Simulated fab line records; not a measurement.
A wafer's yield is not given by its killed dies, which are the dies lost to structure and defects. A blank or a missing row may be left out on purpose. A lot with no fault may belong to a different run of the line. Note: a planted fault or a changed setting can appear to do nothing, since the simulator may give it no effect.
fab line records | flow n5_finfet
[record] lots = 7 wafers = 39
route steps=1938 shown PMOS_HMC_CHANNEL_EPI@73 SD_EPI_N@288 SD_ACTIVATION@330 MOL_CONTACT_COAG@542 BEOL_M3@981 BEOL_M5@1157
start_h: the number of hours between the record's first day and the start of the first shown wafer of the lot | wait_h: how many hours have passed since the lot's step before this one | " as in the row above | L1.1+2: a row that stands for several wafers | - no value, or no start was given | * or withheld: withheld | < > ~ a bound
route shown NAME@n: names a module that has steps shown in the file, with the first one's number in the route | usual: mean/standard deviation taken from wafers without a fault | same: alike in all rows | chamber/n: place in a boat | sites: per-site readings | _std_site: standard deviation across them | _edge_site: outer sites' mean less inner sites' | radius_mm: for every site, how far away it sits from the centre of the wafer | mask NAME#n: copy n | behind: the tool/chamber that last shaped the wafer | hold: cause of the lot's hold/its duration in hours/its outcome | device: which transistor (n, p or np) failed to switch | end of line: the route-end tests of the same wafers | for a step that has no rows: nothing shown but its recipe | killed: the dies lost at the first sort to structure and to defects; this is not the yield of the wafer | map: a wafer's dies, marking killed ones x, the rest . and places with no die _
set.NAME: setting as actually run; set.NAME@STEP: the setting as run at that earlier step | model.NAME: the simulator's own value behind a step, which no gauge read
lots run with intentionally changed settings; tables by step, rows by wafer
[[steps]]
[step N5_PMOS_HMC_CHANNEL_EPI_ETCH_38]
[recipe] chemistry = CF4 target = SiO2 target_depth_a = 15 ion_energy_ev = 350 pressure_mtorr = 10 icp_w = 800 bias_w = 400 cf4_flow_sccm = 80
// columns lot.wafer tool chamber start_h wait_h set.target_depth_a model.etch.depth_nm
L075.1 rie_si-02 3 24.72 0.0 10.48 1.099
L075.2 " 2 " " 10.48 1.094
L075.3 " 0 " " 15 1.546
L075.4 " 1 " " 10.48 1.084
L075.5 " 3 " " 15 1.571
L075.6 " 0 " " 15 1.555
L078.1 rie_si-02 3 41.71 0.0 15 1.597
L078.2 " 2 " " 15 1.571
L078.3 " 1 " " 17.34 1.81
L078.4 " 0 " " 17.34 1.812
L078.5 " 3 " " 15 1.574
L078.6 " 2 " " 17.34 1.815
L084.3 rie_si-02 2 77.49 0.0 15 1.557
L084.4 " 3 " " 15 1.575
L084.5 " 2 " " 15 1.555
L085.1 rie_si-06 0 84.50 0.0 15 1.544
L085.2 " 3 " " 15 1.533
L085.3 " 2 " " 15 1.517
L085.4 " 1 " " 15 1.513
L085.5 " 3 " " 15 1.548
L085.6 " 2 " " 15 1.515
L086.1 rie_si-01 0 90.85 0.0 15 1.443
L086.2 " 2 " " 10.86 1.069
L086.3 " 3 " " 10.86 1.042
L086.4 " 1 " " 10.86 1.124
L086.5 " 3 " " 15 1.444
L086.6 " 0 " " 15 1.436
L087.1 rie_si-02 0 95.69 0.0 15 1.55
L087.2 " 1 " " 15 1.563
L087.3 " 3 " " 15 1.591
L087.4 " 2 " " 15 1.579
L087.5 " 3 " " 15 1.59
L087.6 " 2 " " 15 1.571
L090.1 rie_si-06 1 113.82 0.0 12.16 1.23
L090.2 " 3 " " 15 1.534
L090.3 " 0 " " 12.16 1.248
L090.4 " 2 " " 15 1.503
L090.5 " 2 " " 12.16 1.234
L090.6 " 3 " " 15 1.539
[step N5_SD_EPI_N_EPI_21]
[recipe] material = Si:P dopant = P temp_c = 680 pressure_torr = 255 time_s = 690
// columns lot.wafer tool chamber start_h wait_h set.epi_growth_time_s model.Si-P_of_SD_EPI_N_EPI_21.thk_nm
L075.1 epi_rpcvd-03 0 57.44 0.1 850.7 67.8
L075.2+5 " 0 " " 690 58.8
L075.3 " 0 " " 850.7 69
L075.4 " 0 " " 690 58.4
L075.6 " 0 " " 850.7 67.6
L078.1 epi_rpcvd-03 0 73.98 0.1 690 60.2
L078.2 " 0 " " 371 34.6
L078.3 " 0 " " 690 60.4
L078.4 " 0 " " 690 59.4
L078.5 " 0 " " 371 35.2
L078.6 " 0 " " 371 34.8
L084.3 epi_rpcvd-03 0 111.47 0.7 690 58.4
L084.4 " 0 " " 690 57.6
L084.5 " 0 " " 690 58.2
L085.1 epi_rpcvd-03 0 117.31 0.1 1084 80.6
L085.2 " 0 " " 1084 80.4
L085.3 " 0 " " 1084 80.8
L085.4+6 " 0 " " 690 58.6
L085.5 " 0 " " 690 58.4
L086.1+4 epi_rpcvd-03 0 122.68 0.2 690 58
L086.2+3 " 0 " " 299.7 27.2
L086.5 " 0 124.67 2.0 299.7 27.4
L086.6 " 0 " " 690 57.2
L087.1 epi_rpcvd-02 0 134.20 0.1 690 58.6
L087.2 " 0 " " 690 59
L087.3 " 0 " " 690 59.4
L087.4+5 " 0 " " 489.3 45.6
L087.6 " 0 " " 489.3 45.4
L090.1 epi_rpcvd-03 0 145.38 0.2 690 59.4
L090.2+4 " 0 " " 690 59.2
L090.3+6 " 0 " " 690 59.6
L090.5 " 0 " " 690 60
[step N5_SD_EPI_N_EPI_MEAS_23]
[recipe] mode = xrd
[usual] thk_nm = 58.9/1.2
// columns lot.wafer tool chamber start_h wait_h set.epi_growth_time_s@SD_EPI_N_EPI_21 thk_nm
L075.1 film_metro-01 - 59.18 1.5 850.7 67.2
L075.2 " - " " 690 59.6
L075.3 " - " " 850.7 68.8
L075.4 " - " " 690 59.4
L075.5 " - " " 690 56.5
L075.6 " - " " 850.7 66.7
L078.1 film_metro-02 - 75.70 1.4 690 60.3
L078.2 " - " " 371 33.8
L078.3 " - " " 690 60.4
L078.4 " - " " 690 58.2
L078.5 " - " " 371 34.4
L078.6 " - " " 371 33.7
L084.3 film_metro-02 - 112.63 0.9 690 58.4
L084.4 " - " " 690 57.3
L084.5 " - " " 690 58.4
L085.1 film_metro-01 - 119.02 1.4 1084 80.4
L085.2 " - " " 1084 80.4
L085.3 " - " " 1084 81.2
L085.4 " - " " 690 58.6
L085.5 " - " " 690 59.5
L085.6 " - " " 690 60.5
L086.1 film_metro-01 - 125.71 2.5 690 58.7
L086.2 " - " " 299.7 27.0
L086.3 " - " " 299.7 28.2
L086.4 " - " " 690 56.8
L086.5 " - " " 299.7 28.3
L086.6 " - " " 690 56.0
L087.1 film_metro-01 - 135.91 1.4 690 59.9
L087.2 " - " " 690 58.5
L087.3 " - " " 690 59.6
L087.4 " - " " 489.3 47.1
L087.5 " - " " 489.3 44.2
L087.6 " - " " 489.3 46.6
L090.1 film_metro-01 - 147.66 1.9 690 60.2
L090.2 " - " " 690 60.0
L090.3 " - " " 690 59.2
L090.4 " - " " 690 60.4
L090.5 " - " " 690 59.0
L090.6 " - " " 690 59.3
[step N5_SD_EPI_N_PRECLEAN_24]
[recipe] chemistry = O3/DIW time_s = 60 temp_c = 22 o3_ppm = 10
// columns lot.wafer tool chamber start_h wait_h set.epi_growth_time_s@SD_EPI_N_EPI_21 model.Si-P_of_SD_EPI_N_EPI_21.thk_nm
L075.1 wet_bench-04 3 59.21 0.0 850.7 67.4
L075.2+5 " 2,1 " " 690 58.4
L075.3 " 0 " " 850.7 68.4
L075.4 " 4 " " 690 58
L075.6 " 7 " " 850.7 67.2
L078.1 wet_bench-04 0 75.73 0.0 690 59.8
L078.2 " 5 " " 371 34.4
L078.3 " 1 " " 690 60
L078.4 " 7 " " 690 59
L078.5 " 6 " " 371 35
L078.6 " 4 " " 371 34.6
L084.3 wet_bench-01 5 112.66 0.0 690 58
L084.4 " 4 " " 690 57.2
L084.5 " 6 " " 690 57.8
L085.1 wet_bench-01 5 119.06 0.0 1084 80
L085.2 " 0 " " 1084 79.8
L085.3 " 7 " " 1084 80.2
L085.4+6 " 2,1 " " 690 58.2
L085.5 " 6 " " 690 58
L086.1+4 wet_bench-04 1,6 125.74 0.0 690 57.6
L086.2+3 " 7,0 " " 299.7 27
L086.5 " 3 " " 299.7 27.2
L086.6 " 2 " " 690 56.8
L087.1 wet_bench-01 1 135.95 0.0 690 58.2
L087.2 " 7 " " 690 58.6
L087.3 " 6 " " 690 59
L087.4 " 0 " " 489.3 45.2
L087.5 " 3 " " 489.3 45.4
L087.6 " 2 " " 489.3 45
L090.1 wet_bench-04 7 147.70 0.0 690 59
L090.2+4 " 6,4 " " 690 58.8
L090.3+6 " 3,5 " " 690 59.2
L090.5 " 0 " " 690 59.6
[step N5_SD_EPI_N_SRD_25]
[recipe] time_s = 30 temp_c = 23 rinse_liquid = diw dry = ipa_marangoni
[step N5_SD_EPI_N_PRECLEAN_49]
[recipe] chemistry = NF3:NH3 afs_cycles = 1 temp_c = 30 time_s = 20 sublimation_temp_c = 180 sublimation_time_s = 60 pressure_torr = 3 rf_power_w = 30
[step N5_SD_ACTIVATION_RTA_00]
[recipe] temp_c = 975 time_s = 0 ambient = N2 idle_temp_c = 600 ramp_up_c_per_s = 150 ramp_down_c_per_s = 60 cool_to_c = 600
[step N5_SD_ACTIVATION_LSA_01]
[recipe] temp_c = 1080 time_s = 0.0008 ambient = N2
[step N5_SD_ACTIVATION_RS_MEAS_03]
[recipe] thk_meas_gauge = four-point-probe
[usual] RS_SD_N = 21.95/0.28 RS_SD_P = 56.1/0.88
// columns lot.wafer tool chamber start_h wait_h set.epi_growth_time_s@SD_EPI_N_EPI_21 RS_SD_N[ohm/sq] RS_SD_P[ohm/sq]
L075.1 film_metro-01 - 64.71 0.2 850.7 18.88 56.6
L075.2 " - " " 690 21.69 55.9
L075.3 " - " " 850.7 18.61 56.1
L075.4 " - " " 690 21.91 56.5
L075.5 " - " " 690 22.16 56.8
L075.6 " - " " 850.7 18.98 56.3
L078.1 film_metro-01 - 81.17 0.2 690 21.38 55.5
L078.2 " - " " 371 37.45 56.2
L078.3 " - " " 690 21.22 55.6
L078.4 " - " " 690 21.89 55.8
L078.5 " - " " 371 36.37 55.9
L078.6 " - " " 371 36.96 55.7
L084.3 film_metro-02 - 118.73 0.2 690 22.22 55.0
L084.4 " - " " 690 22.26 56.3
L084.5 " - " " 690 22.21 54.6
L085.1 film_metro-02 - 124.97 0.2 1084 15.98 55.4
L085.2 " - " " 1084 16.08 54.6
L085.3 " - " " 1084 16.04 56.1
L085.4 " - " " 690 21.84 56.2
L085.5 " - " " 690 22.14 55.5
L085.6 " - " " 690 22.02 55.4
L086.1 film_metro-01 - 131.74 0.2 690 22.31 56.5
L086.2 " - " " 299.7 47.89 57.1
L086.3 " - " " 299.7 47.93 57.7
L086.4 " - " " 690 22.46 57.5
L086.5 " - " " 299.7 47.42 55.6
L086.6 " - " " 690 22.71 56.9
L087.1 film_metro-01 - 141.11 0.2 690 22.06 55.0
L087.2 " - " " 690 21.81 54.8
L087.3 " - " " 690 21.67 56.2
L087.4 " - " " 489.3 28.23 55.4
L087.5 " - " " 489.3 28.02 55.1
L087.6 " - " " 489.3 28.24 55.6
L090.1 film_metro-02 - 155.06 0.2 690 21.94 55.4
L090.2 " - " " 690 21.92 56.3
L090.3 " - " " 690 21.93 56.6
L090.4 " - " " 690 22.02 56.4
L090.5 " - " " 690 21.51 55.9
L090.6 " - " " 690 21.74 56.3
[step N5_MOL_CONTACT_COAG_PRECLEAN_111]
[recipe] chemistry = NF3:NH3 afs_cycles = 1 temp_c = 30 time_s = 20 sublimation_temp_c = 180 sublimation_time_s = 60 pressure_torr = 3 rf_power_w = 30
// columns lot.wafer tool chamber start_h wait_h set.time_s model.SiNx_of_SPACER0_ALD_07.thk_nm
L075.1+2+5 remote_plasma-01 1 95.73 0.3 20 1.2
L075.3+4+6 " 1 " " 14.34 1.4
L078.1+3+6 remote_plasma-02 1 113.40 1.6 20 1
L078.2+4+5 " 1 " " 9.083 1.6
L084.3+4+5 remote_plasma-02 0 147.43 0.2 20 1.2
L085.1+3+4 remote_plasma-01 0 156.00 0.2 20 1.2
L085.2+5+6 " 0 " " 24.41 1
L086.1+3 remote_plasma-02 1 162.85 0.2 15.13 1.2
L086.2+5+6 " 1 " " 20 1
L086.4 " 1 " " 15.13 1.4
L087.1+5 remote_plasma-01 0 172.09 0.8 25.34 1
L087.2+3+4 " 0 " " 20 1
L087.6 " 0 " " 25.34 0.8
L090.1+2+5 remote_plasma-02 0 185.52 0.9 24.72 1
L090.3+4+6 " 0 " " 20 1.2
[step N5_BEOL_M3_ETCH_41]
[recipe] chemistry = CH3F/O2 target = SiCN target_depth_a = 299 taper_deg = 2 time_s = 52.5 ion_energy_ev = 120 mask_material = TiN pressure_mtorr = 30 source_w = 395 bias_w = 75 Ar_flow_sccm = 150 CH3F_flow_sccm = 30 O2_flow_sccm = 20
// columns lot.wafer tool chamber start_h wait_h set.target_depth_a model.etch.depth_nm
L075.1 rie_diel-06 3 - - 233.7 15.63
L075.2 " 0 " " 233.7 15.64
L075.3 " 1 " " 299 20.22
L075.4 " 2 " " 299 20.18
L075.5 " 0 " " 299 19.99
L075.6 " 1 " " 233.7 15.77
L078.1 rie_diel-02 3 - - 365.9 22.65
L078.2 " 1 " " 365.9 24.36
L078.3 " 0 " " 299 20.71
L078.4 " 2 " " 299 20.2
L078.5 " 2 " " 365.9 24.77
L078.6 " 3 " " 299 18.57
L084.3 rie_diel-06 0 - - 299 19.8
L084.4 " 3 " " 299 19.92
L084.5 " 0 " " 299 19.66
L085.1 rie_diel-02 1 - - 400.9 26.99
L085.2 " 0 " " 299 21.13
L085.3 " 3 " " 299 19.06
L085.4 " 2 " " 299 20.52
L085.5 " 0 " " 400.9 28.17
L085.6 " 3 " " 400.9 25.47
L086.1 rie_diel-06 1 - - 299 19.72
L086.2 " 0 " " 446.9 29.55
L086.3 " 3 " " 446.9 29.65
L086.4 " 2 " " 299 20.03
L086.5 " 0 " " 299 19.91
L086.6 " 1 " " 446.9 29.47
L087.1 rie_diel-06 0 - - 232.4 15.24
L087.2 " 3 " " 299 19.72
L087.3 " 2 " " 232.4 15.42
L087.4 " 1 " " 299 19.46
L087.5 " 0 " " 299 19.73
L087.6 " 1 " " 232.4 15.16
L090.1 rie_diel-02 1 - - 474.1 31.18
L090.2 " 0 " " 474.1 32.28
L090.3 " 2 " " 299 19.9
L090.4 " 3 " " 299 18.67
L090.5 " 1 " " 299 19.77
L090.6 " 0 " " 474.1 32.37
[step N5_BEOL_M5_VIA_ETCH_34]
[recipe] chemistry = C4F6/O2 target = SiCOH_lowk target_depth_a = 883 mask_material = SOC taper_deg = 4 time_s = 39.2 ion_energy_ev = 250 pressure_mtorr = 30 source_w = 345 bias_w = 185 Ar_flow_sccm = 300 C4F6_flow_sccm = 10 O2_flow_sccm = 10
// columns lot.wafer tool chamber start_h wait_h set.target_depth_a model.etch.depth_nm model.SOC_of_BEOL_M5_COAT_65.thk_nm
L075.1 rie_diel-06 2 180.76 0.0 883 89.31 55.8
L075.2 " 1 " " 734.6 73.54 56.4
L075.3 " 0 " " 883 88.53 55.8
L075.4 " 3 " " 734.6 74.12 56.4
L075.5 " 0 " " 883 89.33 55.8
L075.6 " 1 " " 734.6 73.49 56.4
L078.1 rie_diel-02 3 198.98 0.0 883 83.14 56.2
L078.2 " 0 " " 1333 139.5 53.2
L078.3 " 2 " " 1333 136 53.4
L078.4 " 1 " " 883 87.33 55.8
L078.5 " 3 " " 883 83.55 56.2
L078.6 " 0 " " 1333 139.9 53.6
L084.3 rie_diel-04 1 230.24 0.0 883 86.06 56.2
L084.4 " 2 " " 883 87.41 56.2
L084.5 " 0 " " 883 84.72 56.4
L085.1 rie_diel-04 2 239.57 0.0 1323 131.4 53.4
L085.2 " 1 " " 883 85.78 55.6
L085.3 " 0 " " 1323 128 53.8
L085.4 " 0 " " 883 86.03 55.6
L085.5 " 1 " " 1323 128.3 53.6
L085.6 " 2 " " 883 87.63 55.6
L086.1 rie_diel-02 2 252.68 0.0 883 89.92 55.6
L086.2 " 0 " " 1322 137.1 53.4
L086.3 " 1 " " 883 88.13 56
L086.4 " 3 " " 1322 124.4 54.6
L086.5 " 2 " " 1322 136 53.4
L086.6 " 3 " " 883 82.68 56.2
L087.1 rie_diel-06 0 259.12 0.0 883 86.89 55.8
L087.2 " 1 " " 883 87.82 55.4
L087.3 " 3 " " 883 86.63 55.8
L087.4 " 2 " " 883 89.12 56
L087.5 " 1 " " 883 87.85 55.6
L087.6 " 2 " " 883 89.17 55.8
L090.1 rie_diel-04 3 290.03 0.0 883 88.84 56
L090.2 " 0 " " 883 85.83 56.2
L090.3 " 1 " " 883 86.05 56.2
L090.4 " 2 " " 883 86.13 56
L090.5 " 2 " " 883 86.01 56
L090.6 " 3 " " 883 89.18 55.8
[[key]]
[split] step = N5_PMOS_HMC_CHANNEL_EPI_ETCH_38 setting = target_depth_a stated = 15 by = wafer
[response] step = N5_PMOS_HMC_CHANNEL_EPI_ETCH_38 reading = model.etch.depth_nm change = +0.0146 per = 1% r = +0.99
[split] step = N5_SD_EPI_N_EPI_21 setting = epi_growth_time_s stated = 690 by = wafer
[response] step = N5_SD_EPI_N_EPI_21 reading = model.Si-P_of_SD_EPI_N_EPI_21.thk_nm change = +0.476 per = 1% r = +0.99
[response] step = N5_SD_EPI_N_EPI_MEAS_23 reading = thk_nm change = * per = 1% r = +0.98
[response] step = N5_SD_EPI_N_PRECLEAN_24 reading = model.Si-P_of_SD_EPI_N_EPI_21.thk_nm change = +0.473 per = 1% r = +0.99
[response] step = N5_SD_ACTIVATION_RS_MEAS_03 reading = RS_SD_N change = -0.274 per = 1% r = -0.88
[split] step = N5_MOL_CONTACT_COAG_PRECLEAN_111 setting = time_s stated = 20 by = wafer
[response] step = N5_MOL_CONTACT_COAG_PRECLEAN_111 reading = model.SiNx_of_SPACER0_ALD_07.thk_nm change = -0.00911 per = 1% r = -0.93
[split] step = N5_BEOL_M3_ETCH_41 setting = target_depth_a stated = 299 by = wafer
[response] step = N5_BEOL_M3_ETCH_41 reading = model.etch.depth_nm change = +0.202 per = 1% r = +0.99
[split] step = N5_BEOL_M5_VIA_ETCH_34 setting = target_depth_a stated = 883 by = wafer
[response] step = N5_BEOL_M5_VIA_ETCH_34 reading = model.etch.depth_nm change = +0.944 per = 1% r = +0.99
[response] step = N5_BEOL_M5_VIA_ETCH_34 reading = model.SOC_of_BEOL_M5_COAT_65.thk_nm change = -0.0449 per = 1% r = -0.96
